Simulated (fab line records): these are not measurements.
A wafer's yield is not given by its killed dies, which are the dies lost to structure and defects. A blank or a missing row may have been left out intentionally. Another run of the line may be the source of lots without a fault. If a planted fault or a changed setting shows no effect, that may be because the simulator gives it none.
Which tool was responsible? | flow nand_harc | Sampling: 12 lots, 36 wafers, 6 of 1302 route steps

WHAT EACH GAUGE READ, for each wafer
NHARC_A_BONDPAD_CD_MEAS_09: the cd target is 500 nm.
lot  | measured     | on        | cd_nm (nm)
L360 | day 22 18:10 | cd_sem-01 | 498.1 501.3 499.8
L362 | day 23 15:56 | cd_sem-02 | 501.7 502.0 500.6
L364 | day 23 23:01 | cd_sem-02 | 499.6 497.3 497.0
L363 | day 24 16:09 | cd_sem-03 | 499.3 498.9 496.8
L365 | day 25 17:16 | cd_sem-03 | 502.9 500.8 500.0
L367 | day 25 21:14 | cd_sem-01 | 496.7 499.1 499.6
L368 | day 26 08:49 | cd_sem-01 | 502.1 500.9 498.0
L369 | day 27 06:43 | cd_sem-01 | 498.9 499.0 497.2
L379 | day 31 03:11 | cd_sem-02 | 497.5 500.5 497.6
L378 | day 31 05:22 | cd_sem-02 | 499.2 499.7 501.5
L380 | day 31 11:52 | cd_sem-03 | 501.6 496.8 502.1
L381 | day 31 20:12 | cd_sem-01 | 496.9 497.4 495.5

NHARC_A_BONDPAD_CD_MEAS_13.
lot  | measured     | on        | cd_nm (nm)
L360 | day 22 18:41 | cd_sem-01 | 497.3 501.2 498.8
L362 | day 23 16:27 | cd_sem-03 | 501.9 501.7 499.5
L364 | day 23 23:32 | cd_sem-02 | 499.0 497.2 496.6
L363 | day 24 16:41 | cd_sem-03 | 500.3 498.4 497.8
L365 | day 25 17:59 | cd_sem-01 | 503.6 502.9 500.3
L367 | day 25 21:49 | cd_sem-02 | 497.9 499.2 500.1
L368 | day 26 09:20 | cd_sem-01 | 501.7 501.5 497.8
L369 | day 27 07:14 | cd_sem-02 | 498.5 497.6 495.7
L379 | day 31 03:43 | cd_sem-01 | 495.5 499.4 495.4
L378 | day 31 05:54 | cd_sem-01 | 498.2 499.5 500.1
L380 | day 31 12:32 | cd_sem-02 | 501.3 496.3 499.8
L381 | day 31 20:43 | cd_sem-03 | 498.3 498.5 496.4

NHARC_THIN_TSV_INSPECT_40.
lot  | measured     | on                | raw_defect_count
L360 | day 23 18:08 | defect_inspect-02 | 619 554 668
L362 | day 24 21:39 | defect_inspect-01 | 545 719 636
L364 | day 25 04:39 | defect_inspect-02 | 593 612 574
L363 | day 25 19:39 | defect_inspect-02 | 506 579 488
L365 | day 26 21:51 | defect_inspect-01 | 671 640 471
L367 | day 27 01:06 | defect_inspect-01 | 544 512 485
L368 | day 27 15:46 | defect_inspect-01 | 1006 850 857
L369 | day 28 09:41 | defect_inspect-02 | 819 828 979
L379 | day 32 15:04 | defect_inspect-01 | 492 496 508
L378 | day 32 15:04 | defect_inspect-01 | 531 438 410
L380 | day 32 15:04 | defect_inspect-01 | 551 521 736
L381 | day 33 01:49 | defect_inspect-01 | 537 571 391

NHARC_END_SORT_01.
lot  | measured     | on        | defect_limited_yield (%) | killed_at_array | killed_at_other | killed_at_periphery | killed_dies | killed_open | killed_short | sort_bin_2_pct (%) | sort_bin_3_pct (%) | sort_bin_4_pct (%) | sort_n_pass | sort_rim_yield_pct (%) | sort_yield_pct (%)
L368 | day 27 19:38 | prober-02 | 79.5 77.1 80.2           | 67 79 61        | 70 70 71        | 2 6 2               | 139 155 134 | 2 7 1       | 1 3 2        | 9.0 10.8 9.3       | 3.1 2.8 3.0        | 8.4 9.3 7.5        | 538 522 543 | 90 75 88               | 79.5 77.1 80.2
L369 | day 28 12:43 | prober-02 | 78.7 78.9 77.1           | 57 66 69        | 75 72 82        | 12 5 4              | 144 143 155 | 2 0 3       | 0 3 0        | 8.3 8.4 9.0        | 3.2 3.0 2.7        | 9.7 9.7 11.2       | 533 534 522 | 87 80 92               | 78.7 78.9 77.1

WHAT TOOL EACH LOT RAN ON (gives the tool, then ch and the chambers of the sampled wafers, and finally the start)
lot  | NHARC_A_M1_PRE_CLEAN_32         | NHARC_THIN_TSV_PVD_24
L360 | pecvd-04 ch 0,1,2, day 22 16:19 | pvd_sputter-03, day 23 12:19
L362 | pecvd-04 ch 0,1, day 23 14:04   | pvd_sputter-02, day 24 12:02
L364 | pecvd-02 ch 1,2, day 23 21:08   | pvd_sputter-03, day 24 19:35
L363 | pecvd-02 ch 0,2, day 24 14:26   | pvd_sputter-02, day 25 12:55
L365 | pecvd-03 ch 0,1,2, day 25 15:18 | pvd_sputter-01, day 26 13:41
L367 | pecvd-04 ch 1,2, day 25 19:31   | pvd_sputter-02, day 26 18:21
L368 | pecvd-02 ch 0,1,2, day 26 06:50 | pvd_sputter-03, day 27 04:50
L369 | pecvd-02 ch 0,1,2, day 27 04:53 | pvd_sputter-03, day 28 02:58
L379 | pecvd-03 ch 0,1, day 31 01:28   | pvd_sputter-03, day 32 08:19
L378 | pecvd-03 ch 0,1, day 31 03:39   | pvd_sputter-02, day 32 09:16
L380 | pecvd-02 ch 0,2, day 31 10:02   | pvd_sputter-01, day 32 10:14
L381 | pecvd-04 ch 0,2, day 31 18:28   | pvd_sputter-01, day 32 17:31
- NHARC_A_M1_PRE_CLEAN_32: time 12 s.
- NHARC_THIN_TSV_PVD_24: deposits Al, target thk 800 nm.

WHAT THE TOOLS THEMSELVES READ (means of the sampled wafers that have a number; where no wafer has one, the mark that the record gives instead)
NHARC_A_M1_PRE_CLEAN_32.
lot  | tool     | heater_power_w (W)
L360 | pecvd-04 | 639
L362 | pecvd-04 | 623
L364 | pecvd-02 | 630
L363 | pecvd-02 | 538
L365 | pecvd-03 | 623
L367 | pecvd-04 | 623
L368 | pecvd-02 | 575
L369 | pecvd-02 | 580
L379 | pecvd-03 | 594
L378 | pecvd-03 | 612
L380 | pecvd-02 | 553
L381 | pecvd-04 | 650

THE ANSWER, worked out from the rows above alone
Rule: the usual values come from the lots themselves. The widest of any qualifying gaps counts: lots, ordered by their means at a reading, are off when they make up no more than a third of the lots, leave a main group of 4 or more, and stand apart from it by 3 or more times the standard deviation of that group's means. If all means in a main group match to the digits the tables above print for the reading, that group is not used. A lot without any number at a reading at which 4 lots or more have one is off too. Any other lot the step has rows for is counted as sound. Order of review: gauges by route order, followed by the tools' own readings, for which a lot's mean as printed above is used. The first step at which some lot is off is used, and at that step the reading that is off furthest; a lot without a number counts as furthest.
Off: L368, L369, at NHARC_THIN_TSV_INSPECT_40 (raw_defect_count). Main group: mean 553, sd 57.
A tool fits if, at a process step before that reading, it ran every lot that is off, and no sound lot after the first of them. The gauges at NHARC_THIN_TSV_INSPECT_40 are tried like those tools. Of those tried, none fits.

WHAT THE SIMULATOR HAD PUT IN
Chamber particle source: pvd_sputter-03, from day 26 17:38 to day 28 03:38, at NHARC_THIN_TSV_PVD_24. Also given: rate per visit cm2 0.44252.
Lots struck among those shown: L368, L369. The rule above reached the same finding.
